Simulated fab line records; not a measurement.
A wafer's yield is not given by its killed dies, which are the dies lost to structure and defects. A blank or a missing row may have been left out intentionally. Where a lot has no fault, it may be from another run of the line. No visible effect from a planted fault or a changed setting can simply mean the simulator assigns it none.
Split-lot study / flow n5 finfet / 21 wafers read from 7 lots, route of 1938 steps

SPLIT DETAILS
At N5_SDB_ETCH_17 (etches SiARC in CF4, target depth 23.4 nm, time 39 s), the setting bias w was moved away from the recipe's 36 W on 5 of the 21 wafers read, by -10.7% to -5.5%. For the rest of the wafers, this setting stayed at what the recipe calls for.

The reading comes from the split's own step.

THE READING
rf vpp V, in V, at N5_SDB_ETCH_17 (etches SiARC in CF4, target depth 23.4 nm, time 39 s). Fault-free wafers of this fab line usually give 184.3 V, standard deviation 1.3 V.

wafer=L078.3; tool, chamber at the split=rie diel-05, 1; bias w as run, W=36; against the recipe=recipe; rf vpp V, V=185.8; against lot-mates on the recipe=-
wafer=L078.4; tool, chamber at the split=rie diel-05, 2; bias w as run, W=36; against the recipe=recipe; rf vpp V, V=183.2; against lot-mates on the recipe=-
wafer=L078.5; tool, chamber at the split=rie diel-05, 1; bias w as run, W=32.14; against the recipe=-10.7%; rf vpp V, V=171.3; against lot-mates on the recipe=-13.2
wafer=L079.1; tool, chamber at the split=rie diel-01, 2; bias w as run, W=36; against the recipe=recipe; rf vpp V, V=185.2; against lot-mates on the recipe=-
wafer=L079.4; tool, chamber at the split=rie diel-01, 3; bias w as run, W=36; against the recipe=recipe; rf vpp V, V=184.7; against lot-mates on the recipe=-
wafer=L079.6; tool, chamber at the split=rie diel-01, 3; bias w as run, W=36; against the recipe=recipe; rf vpp V, V=185.0; against lot-mates on the recipe=-
wafer=L082.2; tool, chamber at the split=rie diel-03, 2; bias w as run, W=36; against the recipe=recipe; rf vpp V, V=183.6; against lot-mates on the recipe=-
wafer=L082.3; tool, chamber at the split=rie diel-03, 1; bias w as run, W=36; against the recipe=recipe; rf vpp V, V=183.8; against lot-mates on the recipe=-
wafer=L082.6; tool, chamber at the split=rie diel-03, 0; bias w as run, W=33.33; against the recipe=-7.4%; rf vpp V, V=173.5; against lot-mates on the recipe=-10.2
wafer=L084.2; tool, chamber at the split=rie diel-03, 0; bias w as run, W=36; against the recipe=recipe; rf vpp V, V=182.9; against lot-mates on the recipe=-
wafer=L084.3; tool, chamber at the split=rie diel-03, 1; bias w as run, W=36; against the recipe=recipe; rf vpp V, V=185.9; against lot-mates on the recipe=-
wafer=L084.5; tool, chamber at the split=rie diel-03, 1; bias w as run, W=33.21; against the recipe=-7.8%; rf vpp V, V=177.9; against lot-mates on the recipe=-6.5
wafer=L085.2; tool, chamber at the split=rie diel-05, 3; bias w as run, W=36; against the recipe=recipe; rf vpp V, V=182.6; against lot-mates on the recipe=-
wafer=L085.3; tool, chamber at the split=rie diel-05, 1; bias w as run, W=36; against the recipe=recipe; rf vpp V, V=184.1; against lot-mates on the recipe=-
wafer=L085.6; tool, chamber at the split=rie diel-05, 3; bias w as run, W=36; against the recipe=recipe; rf vpp V, V=184.2; against lot-mates on the recipe=-
wafer=L090.1; tool, chamber at the split=rie diel-03, 3; bias w as run, W=36; against the recipe=recipe; rf vpp V, V=184.4; against lot-mates on the recipe=-
wafer=L090.2; tool, chamber at the split=rie diel-03, 0; bias w as run, W=36; against the recipe=recipe; rf vpp V, V=184.8; against lot-mates on the recipe=-
wafer=L090.4; tool, chamber at the split=rie diel-03, 2; bias w as run, W=36; against the recipe=recipe; rf vpp V, V=185.0; against lot-mates on the recipe=-
wafer=L092.2; tool, chamber at the split=rie diel-05, 0; bias w as run, W=34.02; against the recipe=-5.5%; rf vpp V, V=178.7; against lot-mates on the recipe=-4.1
wafer=L092.5; tool, chamber at the split=rie diel-05, 2; bias w as run, W=34.02; against the recipe=-5.5%; rf vpp V, V=177.0; against lot-mates on the recipe=-5.8
wafer=L092.6; tool, chamber at the split=rie diel-05, 1; bias w as run, W=36; against the recipe=recipe; rf vpp V, V=182.8; against lot-mates on the recipe=-

FIT RESULTS
A straight line over all 21 wafers: rf vpp V changes by +1.16 V for each +1% of bias w; r = +0.96; the points scatter about the line by 1.2 V.
The same after taking each lot's own level away (the mean of its wafers on the recipe; 21 wafers): +1.12 V for each +1%; r = +0.96; scatter 1.1 V.
On that fit, the largest move of bias w shifts the reading by 12 V.
From 182.80 to 184.97 V: that is the span of the lots' own levels, equal to 1.7 times the standard deviation above.
The two slopes are in agreement: the lot-to-lot level therefore moves the slope only a little.
Check: with one of the wafers moved furthest among these (-10.7%) left out of the fit, the line predicts -11 V for it against its lot-mates. It came out at -13.2 V against them.
Tool readings at the split's step, against how far the setting was moved: rf vpp V r = +0.96.

OTHER SPLITS ON THESE WAFERS
Before the reading, these wafers also passed through other splits. Each is held against what the fit with the lots' levels taken away leaves over:
other split on the same wafers=N5_SD_EPI_N_EPI_21 temp c; wafers away from the commonest value=11; r with rf vpp V (lot level and that fit taken away)=-0.30
other split on the same wafers=N5_SD_EPI_N_PRECLEAN_49 temp c; wafers away from the commonest value=9; r with rf vpp V (lot level and that fit taken away)=+0.13

FILE'S OWN FIT
rf vpp V changes by +1.13 V for each +1% of bias w, r = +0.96.
